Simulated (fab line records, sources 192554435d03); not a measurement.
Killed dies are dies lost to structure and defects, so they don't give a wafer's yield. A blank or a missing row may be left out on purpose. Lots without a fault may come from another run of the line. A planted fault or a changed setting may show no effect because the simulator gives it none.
fab line records | flow n5_finfet
record lots=7 wafers=39
route steps=1938 shown BEOL_M15@1773
start_h: hours from the record's first day to the start of the lot's first wafer shown | wait_h: hours since the lot's step before | " the same as in the row above | L1.1+2: a row that stands for several wafers | - no value, or no start given | * or withheld: withheld | < > ~ a bound
route shown NAME@n: a module of which the file shows steps, and the number in the route of the first | usual: mean/standard deviation of fault-free wafers | same: alike in all rows | chamber/n: place in a boat | sites: the reading at each site | _std_site: their standard deviation | _edge_site: outer sites' mean less inner sites' | radius_mm: how far each site lies from the wafer's centre | mask NAME#n: copy n | behind: the tool/chamber that last shaped the wafer | hold: why the lot was held/for how many hours/how that ended | device: the transistor (n, p or np) that didn't switch | end of line: the same wafers' tests at the end of the route | a step without rows: its recipe alone | killed: dies lost to structure and defects at the first sort, not the wafer's yield | map: a wafer's dies, x killed, . not, _ none there
set.NAME: the setting as run; set.NAME@STEP: as run at that earlier step | model.NAME: the simulator's own value behind a step, which no gauge read
lots whose settings were changed on purpose; a table a step, a row a wafer
## steps
# step N5_BEOL_M15_ILD_DEP_00
# recipe material=SiO2 target_thk_a=16293 temp_c=400 precursor=TEOS/O2 pressure_torr=6.5 rf_w=900 teos_flow_sccm=161.4 gas=O2 flow_sccm=2650 time_s=346.1
# columns lot.wafer tool chamber start_h wait_h set.target_thk_a model.SiO2_of_BEOL_M15_ILD_DEP_00.thk_nm
L076.1 pecvd-03 2 268.75 0.0 16293 1614
L076.2 " 0 " " 16293 1620
L076.3 " 1 " " 16293 1660
L076.4 " 0 " " 16293 1643
L076.5 " 2 " " 16293 1649
L076.6 " 1 " " 16293 1659
L082.1 pecvd-04 2 293.26 0.0 13060 1274
L082.2 " 0 " " 16293 1576
L082.3 " 1 " " 16293 1589
L082.4 " 2 " " 13060 1301
L082.5 " 0 " " 16293 1632
L082.6 " 1 " " 13060 1287
L080.3 pecvd-03 0 293.64 0.0 16293 1593
L080.4 " 2 " " 16293 1604
L080.5 " 1 " " 16293 1634
L084.1 pecvd-02 0 322.42 0.0 16293 1601
L084.2 " 1 " " 18850 1889
L084.3 " 2 " " 18850 1869
L084.4 " 0 " " 16293 1626
L084.5 " 2 " " 18850 1888
L084.6 " 1 " " 16293 1658
L088.1 pecvd-03 1 325.37 0.0 16293 1636
L088.2 " 0 " " 12220 1216
L088.3 " 2 " " 12220 1225
L088.4 " 0 " " 16293 1648
L088.5 " 1 " " 12220 1265
L088.6 " 2 " " 16293 1645
L085.1 pecvd-04 2 329.54 0.0 16293 1629
L085.2 " 1 " " 23580 2332
L085.3 " 0 " " 16293 1620
L085.4 " 0 " " 23580 2391
L085.5 " 2 " " 16293 1675
L085.6 " 1 " " 23580 2370
L090.1 pecvd-02 0 354.85 0.0 16293 1604
L090.2 " 2 " " 16293 1625
L090.3 " 1 " " 16293 1669
L090.4 " 1 " " 16293 1664
L090.5 " 2 " " 16293 1667
L090.6 " 0 " " 16293 1636
# step N5_BEOL_M15_THK_MEAS_01
# recipe reads=SiO2_of_BEOL_M15_ILD_DEP_00
# usual M15_ILD_THK=1632/22
# columns lot.wafer tool chamber start_h wait_h set.target_thk_a@BEOL_M15_ILD_DEP_00 M15_ILD_THK[nm]
L076.1 film_metro-02 - 269.00 0.1 16293 1614
L076.2 " - " " 16293 1621
L076.3 " - " " 16293 1659
L076.4 " - " " 16293 1644
L076.5 " - " " 16293 1649
L076.6 " - " " 16293 1659
L082.1 film_metro-01 - 293.51 0.1 13060 1275
L082.2 " - " " 16293 1576
L082.3 " - " " 16293 1589
L082.4 " - " " 13060 1301
L082.5 " - " " 16293 1633
L082.6 " - " " 13060 1289
L080.3 film_metro-02 - 293.89 0.1 16293 1593
L080.4 " - " " 16293 1606
L080.5 " - " " 16293 1633
L084.1 film_metro-01 - 322.67 0.1 16293 1602
L084.2 " - " " 18850 1890
L084.3 " - " " 18850 1869
L084.4 " - " " 16293 1627
L084.5 " - " " 18850 1887
L084.6 " - " " 16293 1657
L088.1 film_metro-01 - 325.62 0.1 16293 1636
L088.2 " - " " 12220 1216
L088.3 " - " " 12220 1225
L088.4 " - " " 16293 1649
L088.5 " - " " 12220 1266
L088.6 " - " " 16293 1645
L085.1 film_metro-01 - 329.79 0.1 16293 1629
L085.2 " - " " 23580 2331
L085.3 " - " " 16293 1620
L085.4 " - " " 23580 2393
L085.5 " - " " 16293 1677
L085.6 " - " " 23580 2371
L090.1 film_metro-02 - 355.10 0.1 16293 1605
L090.2 " - " " 16293 1625
L090.3 " - " " 16293 1670
L090.4 " - " " 16293 1664
L090.5 " - " " 16293 1667
L090.6 " - " " 16293 1636
# step N5_BEOL_M15_COAT_58
# recipe resist=BARC temp_c=205 time_s=60 spin_rpm=1500 resist_thk_nm=89
# step N5_BEOL_M15_COAT_04
# recipe spin_rpm=1704 resist_thk_nm=800
# step N5_BEOL_M15_DESCUM_15
# recipe chemistry=O2 time_s=7.9 source_power_w=50 bias_power_w=20 pressure_mtorr=20 rf_frequency_hz=2.712e+07 temp_c=40 o2_flow_sccm=225
# step N5_BEOL_M15_ETCH_59
# recipe chemistry=N2/H2 target=BARC target_depth_a=890 overetch_a=267 time_s=67.9 ion_energy_ev=200 pressure_mtorr=30 source_w=840 bias_w=150 n2_flow_sccm=200 h2_flow_sccm=200
# step N5_BEOL_M15_VIA_ETCH_16
# recipe chemistry=C4F8/O2/Ar target=SiO2 he_inner_torr=15 he_outer_torr=30 target_depth_a=17922 time_s=withheld ion_energy_ev=800 pressure_mtorr=20 source_w=1905 bias_w=2040 Ar_flow_sccm=400 C4F8_flow_sccm=16 O2_flow_sccm=12 ends=cleared
# columns lot.wafer tool chamber start_h wait_h set.target_thk_a@BEOL_M15_ILD_DEP_00 model.etch.depth_nm model.coat_of_BEOL_M15_COAT_04.thk_nm
L076.1 rie_diel-03 0 269.66 0.0 16293 1614 342.2
L076.2 " 2 " " 16293 1620 331.2
L076.3 " 1 " " 16293 1660 320
L076.4 " 3 " " 16293 1643 322.8
L076.5 " 2 " " 16293 1649 326.8
L076.6 " 1 " " 16293 1659 321.4
L082.1 rie_diel-01 3 294.11 0.0 13060 1274 433.6
L082.2 " 2 " " 16293 1576 348.6
L082.3 " 0 " " 16293 1589 342.8
L082.4 " 1 " " 13060 1301 404.6
L082.5 " 1 " " 16293 1632 327.2
L082.6 " 0 " " 13060 1287 415.6
L080.3 rie_diel-03 0 294.57 0.0 16293 1593 346.4
L080.4 " 3 " " 16293 1604 330.8
L080.5 " 2 " " 16293 1634 329.6
L084.1 rie_diel-03 3 323.43 0.0 16293 1601 337
L084.2 " 0 " " 18850 1889 277.6
L084.3 " 2 " " 18850 1869 277.4
L084.4 " 1 " " 16293 1626 332.2
L084.5 " 0 " " 18850 1888 277.8
L084.6 " 1 " " 16293 1658 322.8
L088.1 rie_diel-05 2 326.22 0.0 16293 1636 344.4
L088.2 " 1 " " 12220 1216 437.4
L088.3 " 3 " " 12220 1225 431.6
L088.4 " 1 " " 16293 1648 339
L088.5 " 3 " " 12220 1265 425
L088.6 " 2 " " 16293 1645 341.4
L085.1 rie_diel-03 2 330.39 0.0 16293 1629 329.8
L085.2 " 3 " " 23580 2332 161.2
L085.3 " 1 " " 16293 1620 330.8
L085.4 " 0 " " 23580 2391 158.6
L085.5 " 1 " " 16293 1675 316.6
L085.6 " 0 " " 23580 2370 164.8
L090.1 rie_diel-05 3 355.90 0.0 16293 1604 344.2
L090.2 " 2 " " 16293 1625 345.8
L090.3 " 1 " " 16293 1669 332.2
L090.4 " 0 " " 16293 1664 314
L090.5 " 2 " " 16293 1667 336.2
L090.6 " 3 " " 16293 1636 340.2
## key
split step=N5_BEOL_M15_ILD_DEP_00 setting=target_thk_a stated=16293 by=wafer
response step=N5_BEOL_M15_ILD_DEP_00 reading=model.SiO2_of_BEOL_M15_ILD_DEP_00.thk_nm change=+16.1 per=1% r=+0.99
response step=N5_BEOL_M15_THK_MEAS_01 reading=M15_ILD_THK change=+16.1 per=1% r=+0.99
response step=N5_BEOL_M15_VIA_ETCH_16 reading=model.etch.depth_nm change=+16.1 per=1% r=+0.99
response step=N5_BEOL_M15_VIA_ETCH_16 reading=model.coat_of_BEOL_M15_COAT_04.thk_nm change=-3.67 per=1% r=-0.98
